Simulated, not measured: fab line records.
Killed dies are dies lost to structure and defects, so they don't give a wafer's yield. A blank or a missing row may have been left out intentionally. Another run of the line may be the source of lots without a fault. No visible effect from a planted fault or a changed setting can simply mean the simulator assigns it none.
Matching of chambers	flow nandHarc	cmp-03 running NHARC_P_M0_CMP_23: 4 sister chambers
The step polishes, t overpolish 20 s, target thk 117.53 nm. 7 wafers are shown with their chamber, then 7 later ones without.

== WAFERS, EACH WITH ITS CHAMBER ==
wafer	chamber	motorCurrentA (A)	timeToEndpointS (s)
L082.1	1	11.6	31.7
L083.5	0	12.3	28.4
L084.3	3	11.8	29.2
L084.4	0	11.6	29.7
L084.6	2	13.1	29.6
L086.1	3	11.4	28.6
L086.2	2	13.1	28.5

== WAFERS WITHOUT THEIR CHAMBER ==
wafer	motorCurrentA (A)	timeToEndpointS (s)
L086.4	11.1	27.6
L091.2	12.6	25.6
L091.3	12.4	29.7
L091.6	13.2	29.9
L093.2	12.0	25.0
L093.5	11.2	27.2
L093.6	11.9	23.9

== WHICH CHAMBER EACH ONE RAN IN ==
wafer	from the rows above	in truth
L086.4	can't be placed: 3 or 0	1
L091.2	can't be placed: 2 or 0 or 3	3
L091.3	can't be placed: 0 or 2 or 3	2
L091.6	2	2
L093.2	can't be placed: 3 or 0 or 2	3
L093.5	can't be placed: 3 or 0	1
L093.6	can't be placed: 3 or 0 or 2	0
Correct placement for 1 of the 7. From these rows, 6 cannot be placed; in 4 the true chamber is one of the candidates. Placed wrongly: 0.
How it was worked out, from the rows above alone: a wafer's distance from a chamber is the root of the sum, over the readings, of the square of ((its reading less the chamber's mean) divided by the reading's scatter). The wafer belongs to the nearest chamber; if the next one is less than 2 further off, it can't be placed. For every chamber, the mean is computed from those of its wafers that are shown. The scatter is the square root of a quotient: the sum, over the shown wafers, of each reading's squared deviation from its chamber's mean, divided by wafers minus chambers.
